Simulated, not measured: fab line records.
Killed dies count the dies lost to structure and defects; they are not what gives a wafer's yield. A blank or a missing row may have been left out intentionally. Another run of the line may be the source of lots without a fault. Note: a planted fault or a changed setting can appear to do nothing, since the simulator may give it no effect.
Chamber matching || flow n5-finfet || rie-diel-02 running N5_BEOL_M9_ETCH_65: 4 sister chambers
The step etches SiARC in CF4, target depth 15.6 nm, time 26 s. 4 wafers are shown with their chamber, then 12 later ones without.

## WAFERS PAIRED WITH THEIR CHAMBERS
{"wafer": "L090.3", "chamber": 2, "drypump-motor-current-A (A)": 6.7}
{"wafer": "L090.4", "chamber": 1, "drypump-motor-current-A (A)": 6.2}
{"wafer": "L092.4", "chamber": 0, "drypump-motor-current-A (A)": 5.0}
{"wafer": "L092.6", "chamber": 3, "drypump-motor-current-A (A)": 6.5}

## WAFERS MISSING THEIR CHAMBER
{"wafer": "L093.2", "drypump-motor-current-A (A)": 5.0}
{"wafer": "L093.5", "drypump-motor-current-A (A)": 6.4}
{"wafer": "L093.6", "drypump-motor-current-A (A)": 5.0}
{"wafer": "L095.1", "drypump-motor-current-A (A)": 6.5}
{"wafer": "L095.3", "drypump-motor-current-A (A)": 5.1}
{"wafer": "L095.4", "drypump-motor-current-A (A)": 6.2}
{"wafer": "L094.1", "drypump-motor-current-A (A)": 5.0}
{"wafer": "L094.4", "drypump-motor-current-A (A)": 6.7}
{"wafer": "L094.6", "drypump-motor-current-A (A)": 5.0}
{"wafer": "L097.1", "drypump-motor-current-A (A)": 6.1}
{"wafer": "L097.2", "drypump-motor-current-A (A)": 6.7}
{"wafer": "L097.6", "drypump-motor-current-A (A)": 6.7}

## EACH ONE'S CHAMBER
{"wafer": "L093.2", "from the rows above": 0, "in truth": 0}
{"wafer": "L093.5", "from the rows above": 3, "in truth": 3}
{"wafer": "L093.6", "from the rows above": 0, "in truth": 0}
{"wafer": "L095.1", "from the rows above": 3, "in truth": 3}
{"wafer": "L095.3", "from the rows above": 0, "in truth": 0}
{"wafer": "L095.4", "from the rows above": 1, "in truth": 1}
{"wafer": "L094.1", "from the rows above": 0, "in truth": 0}
{"wafer": "L094.4", "from the rows above": 2, "in truth": 2}
{"wafer": "L094.6", "from the rows above": 0, "in truth": 0}
{"wafer": "L097.1", "from the rows above": 1, "in truth": 1}
{"wafer": "L097.2", "from the rows above": 2, "in truth": 2}
{"wafer": "L097.6", "from the rows above": 2, "in truth": 2}
12 of 12 placed correctly. Left unplaced by these rows: 0. Number placed wrongly: 0.
How it was worked out, from the rows above alone: a wafer's distance from a chamber is the root of the sum, over the readings, of the square of ((its reading less the chamber's mean) divided by the reading's scatter). If the next closest chamber is less than 2 further off than the closest, the wafer can't be placed; otherwise it belongs to the closest. A chamber's mean is the mean of its shown wafers. The scatter: root of mean squared gap, hidden wafer to nearest shown wafer, with one shown wafer a chamber.
